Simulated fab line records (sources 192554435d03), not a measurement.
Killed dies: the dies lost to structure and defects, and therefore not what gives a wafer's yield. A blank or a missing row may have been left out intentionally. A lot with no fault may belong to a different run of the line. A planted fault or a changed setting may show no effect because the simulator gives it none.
Matching of chambers    flow n5Finfet    4 sister chambers for N5_HKMG_FIN_STRIP_89 on rieDiel-04
The step strips SOC in N2/H2, time 20 s. 4 wafers are shown with their chamber, then 9 later ones without.

## WAFERS WITH THEIR CHAMBER
wafer   chamber  drypumpMotorCurrentA (A)
L085.1  2        5.4
L087.4  1        6.6
L087.5  3        5.2
L087.6  0        5.9

## WAFERS WITHOUT THEIR CHAMBER
wafer   drypumpMotorCurrentA (A)
L088.2  5.9
L088.4  5.4
L088.6  6.6
L093.1  5.9
L093.3  5.4
L093.4  5.2
L097.3  6.0
L097.4  5.2
L097.6  5.2

## WHICH CHAMBER EACH ONE RAN IN
wafer   from the rows above  in truth
L088.2  0                    0
L088.4  2                    2
L088.6  1                    1
L093.1  0                    0
L093.3  2                    2
L093.4  3                    3
L097.3  0                    0
L097.4  3                    3
L097.6  3                    3
Placed correctly: 9 of 9. Left unplaced by these rows: 0. Placed wrongly: 0.
How it was worked out, from the rows above alone: a wafer's distance from a chamber is the root of the sum, over the readings, of the square of ((its reading less the chamber's mean) divided by the reading's scatter). If the next closest chamber is less than 2 further off than the closest, the wafer can't be placed; otherwise it belongs to the closest. For every chamber, the mean is computed from those of its wafers that are shown. The scatter (one wafer shown for each chamber): square how far every hidden wafer sits from the nearest shown wafer, average those squares and take the square root.
